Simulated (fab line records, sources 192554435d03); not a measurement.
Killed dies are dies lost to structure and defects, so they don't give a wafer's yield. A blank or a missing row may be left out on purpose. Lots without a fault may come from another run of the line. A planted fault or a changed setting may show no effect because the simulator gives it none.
Split-lot experiment | flow n5_finfet | 7 lots, 39 wafers read, on a route of 1938 steps

THE SPLIT
At N5_PASSIVATION_PASS_ETCH_47 (etches SiNx in CF4/O2, target depth 770 nm, time 385 s), the setting time_s was moved away from the recipe's 385 s on 15 of the 39 wafers read, by -56.4% to +48.6%. The other wafers ran this setting at the recipe's value.

The reading is taken at the split's own step.

THE READING
etch.depth_nm (the simulator's own value, which no gauge read), in nm, at N5_PASSIVATION_PASS_ETCH_47 (etches SiNx in CF4/O2, target depth 770 nm, time 385 s). The file gives no usual value for it. The 24 wafers here that ran the recipe average 772.7 nm, standard deviation 13 nm.

wafer  | tool, chamber at the split | time_s as run, s | against the recipe | etch.depth_nm, nm | against lot-mates on the recipe
L074.1 | rie_diel-05, 2             | 385              | recipe             | 784.1             | -
L074.2 | rie_diel-05, 0             | 385              | recipe             | 758.1             | -
L074.3 | rie_diel-05, 3             | 385              | recipe             | 760.6             | -
L074.4 | rie_diel-05, 1             | 385              | recipe             | 775.4             | -
L074.5 | rie_diel-05, 2             | 385              | recipe             | 781.8             | -
L074.6 | rie_diel-05, 1             | 385              | recipe             | 771.1             | -
L076.1 | rie_diel-04, 1             | 250.3            | -35.0%             | 509.9             | -265.3
L076.2 | rie_diel-04, 3             | 250.3            | -35.0%             | 519.2             | -256.0
L076.3 | rie_diel-04, 2             | 250.3            | -35.0%             | 501.2             | -274.0
L076.4 | rie_diel-04, 0             | 385              | recipe             | 767               | -
L076.5 | rie_diel-04, 3             | 385              | recipe             | 796.8             | -
L076.6 | rie_diel-04, 0             | 385              | recipe             | 761.9             | -
L083.1 | rie_diel-05, 2             | 167.9            | -56.4%             | 340.1             | -429.3
L083.2 | rie_diel-05, 0             | 385              | recipe             | 753.5             | -
L083.3 | rie_diel-05, 3             | 167.9            | -56.4%             | 334.7             | -434.7
L083.4 | rie_diel-05, 1             | 385              | recipe             | 777.9             | -
L083.5 | rie_diel-05, 0             | 167.9            | -56.4%             | 329.3             | -440.1
L083.6 | rie_diel-05, 1             | 385              | recipe             | 776.7             | -
L088.1 | rie_diel-05, 1             | 385              | recipe             | 777.4             | -
L088.4 | rie_diel-05, 2             | 385              | recipe             | 779.8             | -
L088.6 | rie_diel-05, 0             | 385              | recipe             | 759.5             | -
L087.1 | rie_diel-03, 0             | 385              | recipe             | 782.3             | -
L087.2 | rie_diel-03, 1             | 444.9            | +15.6%             | 895.1             | +115.5
L087.3 | rie_diel-03, 3             | 444.9            | +15.6%             | 841.9             | +62.3
L087.4 | rie_diel-03, 2             | 385              | recipe             | 780.4             | -
L087.5 | rie_diel-03, 2             | 385              | recipe             | 776               | -
L087.6 | rie_diel-03, 3             | 444.9            | +15.6%             | 843               | +63.4
L093.1 | rie_diel-04, 1             | 268.7            | -30.2%             | 558.4             | -217.7
L093.2 | rie_diel-04, 2             | 385              | recipe             | 768.9             | -
L093.3 | rie_diel-04, 0             | 385              | recipe             | 769.5             | -
L093.4 | rie_diel-04, 3             | 385              | recipe             | 789.8             | -
L093.5 | rie_diel-04, 3             | 268.7            | -30.2%             | 551               | -225.1
L093.6 | rie_diel-04, 2             | 268.7            | -30.2%             | 538.6             | -237.5
L097.1 | rie_diel-03, 0             | 572.1            | +48.6%             | 1148              | +382.8
L097.2 | rie_diel-03, 2             | 572.1            | +48.6%             | 1144              | +378.8
L097.3 | rie_diel-03, 1             | 385              | recipe             | 784.7             | -
L097.4 | rie_diel-03, 3             | 385              | recipe             | 735.7             | -
L097.5 | rie_diel-03, 0             | 385              | recipe             | 775.2             | -
L097.6 | rie_diel-03, 3             | 572.1            | +48.6%             | 1075              | +309.8

THE FIT
A straight line over all 39 wafers: etch.depth_nm changes by +7.41 nm for each +1% of time_s; r = +1.00; the points scatter about the line by 18 nm.
The same after taking each lot's own level away (the mean of its wafers on the recipe; 39 wafers): +7.45 nm for each +1%; r = +0.99; scatter 19 nm.
On that fit, the largest move of time_s shifts the reading by 4.2e+02 nm.
The lots' own levels span 765.20 to 779.57 nm, that is 1.1 times the standard deviation above.
So the lot-to-lot level changes the slope little: the two slopes agree.
Check: with one of the wafers moved furthest among these (-56.4%) left out of the fit, the line predicts -424 nm for it against its lot-mates. It came out at -429 nm against them.

OTHER SPLITS ON THESE WAFERS
These wafers also went through other splits before the reading. Each is held against what the fit with the lots' levels taken away leaves over:
other split on the same wafers      | wafers away from the commonest value | r with etch.depth_nm (lot level and that fit taken away)
N5_BEOL_M4_DESCUM_16 time_s         | 15                                   | +0.16
N5_BEOL_M8_DESCUM_33 time_s         | 12                                   | -0.17
N5_BEOL_M11_ILD_DEP_00 target_thk_a | 18                                   | -0.05
N5_BEOL_M12_DEP_53 target_thk_a     | 15                                   | +0.16
N5_BEOL_M15_ETCH_61 time_s          | 6                                    | +0.07

THE FILE'S OWN FIT
etch.depth_nm changes by +7.48 nm for each +1% of time_s, r = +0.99.
